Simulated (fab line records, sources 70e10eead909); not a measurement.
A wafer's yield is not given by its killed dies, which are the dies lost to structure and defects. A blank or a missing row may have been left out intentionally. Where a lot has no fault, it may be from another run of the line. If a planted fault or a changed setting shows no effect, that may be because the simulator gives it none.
Matching of chambers + flow nand_harc + 4 sister chambers for NHARC_A_CONTACT_ETCH_102 on rie_diel-07
The step etches the open film in CF4/O2, target depth 70 nm, overetch 7 nm, time 38.5 s. 14 wafers are shown with their chamber, then 7 later ones without.

## EACH WAFER AND ITS CHAMBER
| wafer  | chamber | drypump_motor_current_A (A) | cf4_flow_sccm (sccm) | rf_vpp_V (V) |
|--------|---------|-----------------------------|----------------------|--------------|
| L277.2 | 0       | 5.3                         | 80.23                | 198.1        |
| L277.4 | 3       | 5.1                         | 80.11                | 197.3        |
| L277.6 | 0       | 5.3                         | 80.18                | 198.0        |
| L284.2 | 2       | 4.9                         | 79.72                | 198.7        |
| L284.3 | 3       | 5.1                         | 79.67                | 196.5        |
| L284.6 | 3       | 5.1                         | 80.01                | 198.1        |
| L288.1 | 3       | 5.0                         | 79.67                | 198.3        |
| L288.2 | 2       | 4.9                         | 80.07                | 199.1        |
| L288.4 | 1       | 5.0                         | 80.22                | 198.2        |
| L289.1 | 0       | 5.3                         | 80.28                | 199.7        |
| L289.4 | 2       | 5.0                         | 80.02                | 198.3        |
| L289.5 | 2       | 4.9                         | 79.96                | 198.4        |
| L291.1 | 1       | 5.0                         | 79.86                | 199.6        |
| L291.4 | 2       | 4.9                         | 80.07                | 197.5        |

SIGNATURES, as means of the wafers listed above
| reading                 | chamber 0 | chamber 1 | chamber 2 | chamber 3 | scatter within a chamber |
|-------------------------|-----------|-----------|-----------|-----------|--------------------------|
| drypump_motor_current_A | 5.300     | 5.000     | 4.920     | 5.075     | 0.0394                   |
| cf4_flow_sccm           | 80.2300   | 80.0400   | 79.9680   | 79.8650   | 0.177                    |
| rf_vpp_V                | 198.600   | 198.900   | 198.400   | 197.550   | 0.789                    |
Rule: distance of a wafer from a chamber = root of the sum over the readings of ((wafer's reading minus chamber's mean) / reading's scatter) squared. The wafer belongs to the nearest chamber; if the next one is less than 2 further off, it can't be placed. The scatter: the root of (the sum of the squares of (reading less its chamber's mean) over the shown wafers, divided by (wafers less chambers)).

## WAFERS WITHOUT THEIR CHAMBER
| wafer  | drypump_motor_current_A (A) | cf4_flow_sccm (sccm) | rf_vpp_V (V) |
|--------|-----------------------------|----------------------|--------------|
| L291.5 | 5.1                         | 79.89                | 197.2        |
| L294.2 | 5.0                         | 80.03                | 199.4        |
| L294.3 | 5.0                         | 79.50                | 199.0        |
| L294.6 | 5.1                         | 80.66                | 196.8        |
| L297.2 | 5.0                         | 80.24                | 198.8        |
| L297.5 | 5.1                         | 79.95                | 195.9        |
| L297.6 | 5.3                         | 80.03                | 197.5        |

## WHICH CHAMBER EACH WENT THROUGH
| wafer  | from the rows above               | in truth |
|--------|-----------------------------------|----------|
| L291.5 | 3                                 | 3        |
| L294.2 | can't be placed: 1 or 2           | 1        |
| L294.3 | can't be placed: 1 or 3 or 2      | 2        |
| L294.6 | can't be placed: 3 or 1 or 0 or 2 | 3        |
| L297.2 | can't be placed: 1 or 2           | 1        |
| L297.5 | 3                                 | 3        |
| L297.6 | 0                                 | 0        |
3 of 7 placed correctly. From these rows, 4 cannot be placed; in 4 the true chamber is one of the candidates. Wrongly placed: 0.
